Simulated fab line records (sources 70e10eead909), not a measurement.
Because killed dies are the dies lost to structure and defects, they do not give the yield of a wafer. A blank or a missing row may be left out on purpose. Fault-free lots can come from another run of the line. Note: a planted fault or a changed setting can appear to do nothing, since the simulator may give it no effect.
Chamber matching -- flow nand harc -- NHARC_A_BONDPAD_DESCUM_11 on rie diel-10 has 4 sister chambers
The step chemistry O2, time 3 s. 8 wafers are shown with their chamber, then 12 later ones without.

WAFERS, EACH WITH ITS CHAMBER
wafer,chamber,drypump motor current A (A),oes product au (a.u.)
L084.5,3,5.8,1.009
L086.2,0,5.6,1.000
L088.4,0,5.5,1.000
L089.1,3,5.8,0.996
L089.5,2,5.0,1.007
L090.3,1,6.4,0.996
L090.4,2,5.0,0.992
L090.6,1,6.4,0.993

WAFERS WHOSE CHAMBER IS MISSING
wafer,drypump motor current A (A),oes product au (a.u.)
L093.1,5.8,1.007
L093.2,5.6,1.006
L093.6,5.8,1.003
L094.1,5.8,1.015
L094.2,5.6,1.012
L094.6,6.4,1.011
L096.2,5.0,1.011
L096.3,6.4,0.993
L096.4,5.8,1.008
L097.1,5.6,0.985
L097.3,5.8,1.005
L097.6,5.8,0.995

WHICH CHAMBER EACH ONE RAN IN
wafer,from the rows above,in truth
L093.1,3,3
L093.2,0,0
L093.6,3,3
L094.1,3,3
L094.2,0,0
L094.6,1,1
L096.2,2,2
L096.3,1,1
L096.4,3,3
L097.1,0,0
L097.3,3,3
L097.6,3,3
12 of 12 placed correctly. Left unplaced by these rows: 0. 0 placed wrongly.
How it was worked out, from the rows above alone: a wafer's distance from a chamber is the root of the sum, over the readings, of the square of ((its reading less the chamber's mean) divided by the reading's scatter). The wafer belongs to the nearest chamber; if the next one is less than 2 further off, it can't be placed. The mean given for a chamber averages the wafers shown for that chamber. How the scatter is found: for the shown wafers, subtract from each reading the mean of its chamber, square and add these, divide the total by (wafers less chambers), then take the root.
